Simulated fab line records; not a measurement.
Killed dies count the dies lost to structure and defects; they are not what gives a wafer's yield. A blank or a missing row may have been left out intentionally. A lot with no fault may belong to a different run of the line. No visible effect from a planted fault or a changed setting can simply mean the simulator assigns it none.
Which of the tools did it? || flow n5_finfet || 12 lots, 34 wafers sampled, at 2 steps of a route of 1938

== WHAT THE GAUGES READ, wafer by wafer ==
N5_BEOL_M11_OVL_MEAS_29.
{"lot": "L767", "measured": "day 13 14:21", "on": "overlay-01", "V10_OVL (nm)": "-0.1 -1.0 -0.2"}
{"lot": "L768", "measured": "day 13 14:11", "on": "overlay-01", "V10_OVL (nm)": "0.3 0.1 0.7"}
{"lot": "L770", "measured": "day 13 21:56", "on": "overlay-01", "V10_OVL (nm)": "1.1 0.9 0.0"}
{"lot": "L771", "measured": "day 14 03:52", "on": "overlay-01", "V10_OVL (nm)": "0.5 0.5 -0.4"}
{"lot": "L773", "measured": "day 14 10:28", "on": "overlay-01", "V10_OVL (nm)": "0.3 0.6 0.1"}
{"lot": "L775", "measured": "day 15 13:56", "on": "overlay-01", "V10_OVL (nm)": "0.8 0.8 0.6"}
{"lot": "L777", "measured": "day 15 17:17", "on": "overlay-01", "V10_OVL (nm)": "-0.9 0.6 -0.2"}
{"lot": "L776", "measured": "day 15 18:10", "on": "overlay-01", "V10_OVL (nm)": "0.0 -0.4 0.8"}
{"lot": "L779", "measured": "day 17 01:42", "on": "overlay-02", "V10_OVL (nm)": "1.2 1.0 -0.6"}
{"lot": "L782", "measured": "day 17 01:52", "on": "overlay-01", "V10_OVL (nm)": "-0.4 -1.0"}
{"lot": "L781", "measured": "day 17 04:38", "on": "overlay-01", "V10_OVL (nm)": "-0.6 0.6"}
{"lot": "L786", "measured": "day 18 20:45", "on": "overlay-01", "V10_OVL (nm)": "-0.1 0.2 -0.5"}

== TOOL THAT RAN EACH LOT (tool first, then ch and the chambers of the sampled wafers, then the start) ==
{"lot": "L767", "N5_BEOL_M11_PECVD_70": "pecvd-04 ch 0,2, day 13 05:34"}
{"lot": "L768", "N5_BEOL_M11_PECVD_70": "pecvd-03 ch 1,2, day 13 08:58"}
{"lot": "L770", "N5_BEOL_M11_PECVD_70": "pecvd-02 ch 1,2, day 13 19:53"}
{"lot": "L771", "N5_BEOL_M11_PECVD_70": "pecvd-02 ch 0,2, day 14 01:13"}
{"lot": "L773", "N5_BEOL_M11_PECVD_70": "pecvd-02 ch 0,1, day 14 07:44"}
{"lot": "L775", "N5_BEOL_M11_PECVD_70": "pecvd-04 ch 0,1,2, day 15 10:43"}
{"lot": "L777", "N5_BEOL_M11_PECVD_70": "pecvd-02 ch 0,1,2, day 15 13:19"}
{"lot": "L776", "N5_BEOL_M11_PECVD_70": "pecvd-04 ch 0,2, day 15 13:47"}
{"lot": "L779", "N5_BEOL_M11_PECVD_70": "pecvd-04 ch 0,2, day 16 21:34"}
{"lot": "L782", "N5_BEOL_M11_PECVD_70": "pecvd-04 ch 0,1, day 16 22:28"}
{"lot": "L781", "N5_BEOL_M11_PECVD_70": "pecvd-04 ch 0, day 17 00:09"}
{"lot": "L786", "N5_BEOL_M11_PECVD_70": "pecvd-03 ch 0,1,2, day 18 17:35"}
- N5_BEOL_M11_PECVD_70: deposits SiO2 from TEOS/O2, target thk 20 nm, time 22.7 s.

== WHAT THE TOOLS THEMSELVES READ (means of the sampled wafers that have a number; where no wafer has one, the mark that the record gives instead) ==
N5_BEOL_M11_PECVD_70.
{"lot": "L767", "tool": "pecvd-04", "heater_power_w (W)": 649, "showerhead_plenum_p_Torr (Torr)": 8.89, "throttle_valve_pct (%)": 22.0}
{"lot": "L768", "tool": "pecvd-03", "heater_power_w (W)": 754, "showerhead_plenum_p_Torr (Torr)": 8.68, "throttle_valve_pct (%)": 21.2}
{"lot": "L770", "tool": "pecvd-02", "heater_power_w (W)": 689, "showerhead_plenum_p_Torr (Torr)": 8.76, "throttle_valve_pct (%)": 21.6}
{"lot": "L771", "tool": "pecvd-02", "heater_power_w (W)": 573, "showerhead_plenum_p_Torr (Torr)": 8.86, "throttle_valve_pct (%)": 21.8}
{"lot": "L773", "tool": "pecvd-02", "heater_power_w (W)": 628, "showerhead_plenum_p_Torr (Torr)": 8.88, "throttle_valve_pct (%)": 22.1}
{"lot": "L775", "tool": "pecvd-04", "heater_power_w (W)": 756, "showerhead_plenum_p_Torr (Torr)": 8.88, "throttle_valve_pct (%)": 23.0}
{"lot": "L777", "tool": "pecvd-02", "heater_power_w (W)": 665, "showerhead_plenum_p_Torr (Torr)": 8.81, "throttle_valve_pct (%)": 21.7}
{"lot": "L776", "tool": "pecvd-04", "heater_power_w (W)": 728, "showerhead_plenum_p_Torr (Torr)": 8.89, "throttle_valve_pct (%)": 22.1}
{"lot": "L779", "tool": "pecvd-04", "heater_power_w (W)": 718, "showerhead_plenum_p_Torr (Torr)": 8.89, "throttle_valve_pct (%)": 22.1}
{"lot": "L782", "tool": "pecvd-04", "heater_power_w (W)": 648, "showerhead_plenum_p_Torr (Torr)": 8.92, "throttle_valve_pct (%)": 23.6}
{"lot": "L781", "tool": "pecvd-04", "heater_power_w (W)": 684, "showerhead_plenum_p_Torr (Torr)": 8.98, "throttle_valve_pct (%)": 22.8}
{"lot": "L786", "tool": "pecvd-03", "heater_power_w (W)": 834, "showerhead_plenum_p_Torr (Torr)": 8.74, "throttle_valve_pct (%)": 22.2}

== THE ANSWER, worked out from the rows above alone ==
Rule: the lots themselves supply what counts as usual. The widest of any qualifying gaps counts: lots, ordered by their means at a reading, are off when they make up no more than a third of the lots, leave a main group of 4 or more, and stand apart from it by 3 or more times the standard deviation of that group's means. Not used: any main group whose means are identical at the precision the tables above print for the reading. A lot without any number at a reading at which 4 lots or more have one is off too. The other lots that the step has rows for count as sound. Order of review: gauges by route order, followed by the tools' own readings, for which a lot's mean as printed above is used. At the first step where some lot is off, the reading lying furthest off is the one used; lots without a number count as furthest.
None of the lots is off at any reading shown; this tells nothing.

== WHAT THE SIMULATOR HAD PUT IN ==
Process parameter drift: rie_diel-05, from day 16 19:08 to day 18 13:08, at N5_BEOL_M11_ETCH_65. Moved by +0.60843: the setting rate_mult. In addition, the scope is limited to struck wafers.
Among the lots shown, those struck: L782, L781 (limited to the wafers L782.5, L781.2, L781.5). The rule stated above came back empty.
